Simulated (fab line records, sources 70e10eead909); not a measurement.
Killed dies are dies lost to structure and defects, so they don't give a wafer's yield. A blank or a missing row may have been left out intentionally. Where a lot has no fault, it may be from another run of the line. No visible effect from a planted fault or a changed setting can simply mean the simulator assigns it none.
Which tool is to blame? :: flow nand_harc :: 42 wafers from 14 lots sampled at 4 of the route's 1302 steps

WHAT THE GAUGES READ, wafer by wafer
NHARC_A_CHANNEL_FILL_D1_INSPECT_13. Usual: raw_defect_count 305, standard deviation 120.
lot: L689
measured: day 10 21:31
on: defect_inspect-01
raw_defect_count: 282 343 200
flag: 

lot: L690
measured: day 11 04:13
on: defect_inspect-02
raw_defect_count: 328 289 330
flag: 

lot: L691
measured: day 11 19:17
on: defect_inspect-02
raw_defect_count: 296 259 312
flag: 

lot: L692
measured: day 12 11:49
on: defect_inspect-02
raw_defect_count: 310 211 256
flag: 

lot: L697
measured: day 14 09:43
on: defect_inspect-02
raw_defect_count: 204 177 362
flag: 

lot: L699
measured: day 14 18:01
on: defect_inspect-01
raw_defect_count: 189 216 312
flag: 

lot: L705
measured: day 17 17:02
on: defect_inspect-02
raw_defect_count: 533 699 412
flag: 

lot: L706
measured: day 18 01:26
on: defect_inspect-02
raw_defect_count: 166 108 81
flag: 

lot: L707
measured: day 18 10:13
on: defect_inspect-01
raw_defect_count: 286 259 321
flag: 

lot: L708
measured: day 18 17:00
on: defect_inspect-01
raw_defect_count: 280 291 252
flag: 

lot: L709
measured: day 19 08:05
on: defect_inspect-01
raw_defect_count: 409 329 516
flag: 

lot: L710
measured: day 19 16:13
on: defect_inspect-01
raw_defect_count: 324 332 337
flag: 

lot: L711
measured: day 19 18:57
on: defect_inspect-01
raw_defect_count: 518 234 303
flag: 

lot: L712
measured: day 21 03:26
on: defect_inspect-01
raw_defect_count: 228 384 405
flag: 

NHARC_A_ONON_D2_THK_MEAS_11: measures by ellipsometry. Usual: thk_nm 999 nm, standard deviation 10.
lot: L689
measured: day 12 11:34
on: film_metro-02
thk_nm (nm): 1010 1008 1008
flag: 

lot: L690
measured: day 12 18:49
on: film_metro-02
thk_nm (nm): 1018 1018 1018
flag: 

lot: L691
measured: day 13 10:39
on: film_metro-01
thk_nm (nm): 1012 1012 1015
flag: 

lot: L692
measured: day 14 03:49
on: film_metro-02
thk_nm (nm): 993 994 996
flag: 

lot: L697
measured: day 15 21:43
on: film_metro-01
thk_nm (nm): 1010 674 1010
flag: OFF

lot: L699
measured: day 16 08:01
on: film_metro-01
thk_nm (nm): 661 997 663
flag: OFF

lot: L705
measured: day 19 08:13
on: film_metro-02
thk_nm (nm): 1004 1006 1004
flag: 

lot: L706
measured: day 19 16:44
on: film_metro-01
thk_nm (nm): 980 980 981
flag: 

lot: L707
measured: day 20 00:55
on: film_metro-02
thk_nm (nm): 997 1001 999
flag: 

lot: L708
measured: day 20 12:09
on: film_metro-02
thk_nm (nm): 978 978 979
flag: 

lot: L709
measured: day 21 02:39
on: film_metro-01
thk_nm (nm): 998 999 999
flag: 

lot: L710
measured: day 21 07:02
on: film_metro-02
thk_nm (nm): 997 996 995
flag: 

lot: L711
measured: day 21 07:01
on: film_metro-01
thk_nm (nm): 1002 1003 1002
flag: 

lot: L712
measured: day 22 13:58
on: film_metro-01
thk_nm (nm): 1000 1002 1002
flag: 

WHICH TOOL RAN EACH LOT (tool, then ch and the chambers of the sampled wafers, then the start)
lot: L689
NHARC_A_DECK1_JOINT_CMP_13: cmp-04 ch 2,3, day 11 07:43
NHARC_A_ONON_D2_DEP_09: pecvd_onon-04 ch 0, day 12 11:04

lot: L690
NHARC_A_DECK1_JOINT_CMP_13: cmp-03 ch 0,1,2, day 11 16:07
NHARC_A_ONON_D2_DEP_09: pecvd_onon-04 ch 0, day 12 18:25

lot: L691
NHARC_A_DECK1_JOINT_CMP_13: cmp-03 ch 0,3, day 12 05:37
NHARC_A_ONON_D2_DEP_09: pecvd_onon-04 ch 0, day 13 10:14

lot: L692
NHARC_A_DECK1_JOINT_CMP_13: cmp-03 ch 1,2,3, day 12 22:23
NHARC_A_ONON_D2_DEP_09: pecvd_onon-01 ch 0, day 14 03:22

lot: L697
NHARC_A_DECK1_JOINT_CMP_13: cmp-03 ch 1,2,3, day 14 20:04
NHARC_A_ONON_D2_DEP_09: pecvd_onon-01 ch 0, day 15 21:20

lot: L699
NHARC_A_DECK1_JOINT_CMP_13: cmp-03 ch 0,1,2, day 15 04:26
NHARC_A_ONON_D2_DEP_09: pecvd_onon-01 ch 0, day 16 07:34

lot: L705
NHARC_A_DECK1_JOINT_CMP_13: cmp-03 ch 1,2,3, day 18 03:27
NHARC_A_ONON_D2_DEP_09: pecvd_onon-04 ch 0, day 19 07:43

lot: L706
NHARC_A_DECK1_JOINT_CMP_13: cmp-01 ch 1,2,3, day 18 11:46
NHARC_A_ONON_D2_DEP_09: pecvd_onon-01 ch 0, day 19 16:14

lot: L707
NHARC_A_DECK1_JOINT_CMP_13: cmp-04 ch 1,2,3, day 18 23:32
NHARC_A_ONON_D2_DEP_09: pecvd_onon-03 ch 0, day 20 00:24

lot: L708
NHARC_A_DECK1_JOINT_CMP_13: cmp-04 ch 2,3, day 19 07:16
NHARC_A_ONON_D2_DEP_09: pecvd_onon-03 ch 0, day 20 11:38

lot: L709
NHARC_A_DECK1_JOINT_CMP_13: cmp-04 ch 1,2,3, day 19 18:30
NHARC_A_ONON_D2_DEP_09: pecvd_onon-04 ch 0, day 21 02:09

lot: L710
NHARC_A_DECK1_JOINT_CMP_13: cmp-01 ch 0,1,3, day 20 02:35
NHARC_A_ONON_D2_DEP_09: pecvd_onon-04 ch 0, day 21 06:32

lot: L711
NHARC_A_DECK1_JOINT_CMP_13: cmp-01 ch 1,2,3, day 20 05:21
NHARC_A_ONON_D2_DEP_09: pecvd_onon-03 ch 0, day 21 06:38

lot: L712
NHARC_A_DECK1_JOINT_CMP_13: cmp-03 ch 2,3, day 21 13:46
NHARC_A_ONON_D2_DEP_09: pecvd_onon-04 ch 0, day 22 13:27
- NHARC_A_DECK1_JOINT_CMP_13: polishes, target thk 51.023 nm.
- NHARC_A_ONON_D2_DEP_09: target thk 1000 nm.

WHAT THE TOOLS THEMSELVES READ (means of the sampled wafers that have a number; where no wafer has one, the mark that the record gives instead)
NHARC_A_DECK1_JOINT_CMP_13. Usual: motor_current_A 11.9 A, standard deviation 1.2; slurry_filter_dp_kPa 13.50 kPa, standard deviation 0.16; time_to_endpoint_s 8.6 s, standard deviation 2.
lot: L689
tool: cmp-04
motor_current_A (A): 11.7
slurry_filter_dp_kPa (kPa): 13.40
time_to_endpoint_s (s): 9.9
flag: 

lot: L690
tool: cmp-03
motor_current_A (A): 11.4
slurry_filter_dp_kPa (kPa): 13.50
time_to_endpoint_s (s): 8.3
flag: 

lot: L691
tool: cmp-03
motor_current_A (A): 11.6
slurry_filter_dp_kPa (kPa): 13.43
time_to_endpoint_s (s): 8.2
flag: 

lot: L692
tool: cmp-03
motor_current_A (A): 12.1
slurry_filter_dp_kPa (kPa): 13.62
time_to_endpoint_s (s): 10.7
flag: 

lot: L697
tool: cmp-03
motor_current_A (A): 11.9
slurry_filter_dp_kPa (kPa): 13.66
time_to_endpoint_s (s): 9.0
flag: 

lot: L699
tool: cmp-03
motor_current_A (A): 11.8
slurry_filter_dp_kPa (kPa): 13.53
time_to_endpoint_s (s): 5.9
flag: 

lot: L705
tool: cmp-03
motor_current_A (A): 12.2
slurry_filter_dp_kPa (kPa): 13.61
time_to_endpoint_s (s): 9.8
flag: 

lot: L706
tool: cmp-01
motor_current_A (A): 12.0
slurry_filter_dp_kPa (kPa): 13.37
time_to_endpoint_s (s): 9.0
flag: 

lot: L707
tool: cmp-04
motor_current_A (A): 11.6
slurry_filter_dp_kPa (kPa): 13.51
time_to_endpoint_s (s): 7.5
flag: 

lot: L708
tool: cmp-04
motor_current_A (A): 12.0
slurry_filter_dp_kPa (kPa): 13.60
time_to_endpoint_s (s): 9.9
flag: 

lot: L709
tool: cmp-04
motor_current_A (A): 11.4
slurry_filter_dp_kPa (kPa): 13.50
time_to_endpoint_s (s): 9.0
flag: 

lot: L710
tool: cmp-01
motor_current_A (A): 12.5
slurry_filter_dp_kPa (kPa): 13.53
time_to_endpoint_s (s): 9.4
flag: 

lot: L711
tool: cmp-01
motor_current_A (A): 12.2
slurry_filter_dp_kPa (kPa): 13.47
time_to_endpoint_s (s): 5.7
flag: 

lot: L712
tool: cmp-03
motor_current_A (A): 12.0
slurry_filter_dp_kPa (kPa): 13.70
time_to_endpoint_s (s): 10.0
flag: 

NHARC_A_ONON_D2_DEP_09. Usual: nh3_flow_sccm 500.2 sccm, standard deviation 1.6.
lot: L689
tool: pecvd_onon-04
nh3_flow_sccm (sccm): 502.3
flag: 

lot: L690
tool: pecvd_onon-04
nh3_flow_sccm (sccm): 500.0
flag: 

lot: L691
tool: pecvd_onon-04
nh3_flow_sccm (sccm): 500.3
flag: 

lot: L692
tool: pecvd_onon-01
nh3_flow_sccm (sccm): 501.4
flag: 

lot: L697
tool: pecvd_onon-01
nh3_flow_sccm (sccm): 501.4
flag: 

lot: L699
tool: pecvd_onon-01
nh3_flow_sccm (sccm): 500.0
flag: 

lot: L705
tool: pecvd_onon-04
nh3_flow_sccm (sccm): 498.6
flag: 

lot: L706
tool: pecvd_onon-01
nh3_flow_sccm (sccm): 502.7
flag: 

lot: L707
tool: pecvd_onon-03
nh3_flow_sccm (sccm): 500.2
flag: 

lot: L708
tool: pecvd_onon-03
nh3_flow_sccm (sccm): 498.8
flag: 

lot: L709
tool: pecvd_onon-04
nh3_flow_sccm (sccm): 497.4
flag: 

lot: L710
tool: pecvd_onon-04
nh3_flow_sccm (sccm): 500.8
flag: 

lot: L711
tool: pecvd_onon-03
nh3_flow_sccm (sccm): 500.0
flag: 

lot: L712
tool: pecvd_onon-04
nh3_flow_sccm (sccm): 499.4
flag: 

THE ANSWER, worked out from the rows above alone
Rule: take the mean of a lot's wafers that have a number; if it is more than 3 standard deviations from the usual mean, the lot is off. Also off: a lot with no number at a reading for which 4 or more lots have one. Where the step has rows for the other lots, those lots are counted as sound. Order of review: gauges by route order, followed by the tools' own readings, for which a lot's mean as printed above is used. At the first step where some lot is off, the reading lying furthest off is the one used; lots without a number count as furthest.
Off, at NHARC_A_ONON_D2_THK_MEAS_11 on thk_nm: L697, L699.
If a tool, at a process step before that reading, ran all the lots that are off and no sound lot after the first of them, it fits. Gauges at NHARC_A_ONON_D2_THK_MEAS_11: tried the same way as those tools. Not one of the candidates tried fits.

WHAT THE SIMULATOR PUT IN
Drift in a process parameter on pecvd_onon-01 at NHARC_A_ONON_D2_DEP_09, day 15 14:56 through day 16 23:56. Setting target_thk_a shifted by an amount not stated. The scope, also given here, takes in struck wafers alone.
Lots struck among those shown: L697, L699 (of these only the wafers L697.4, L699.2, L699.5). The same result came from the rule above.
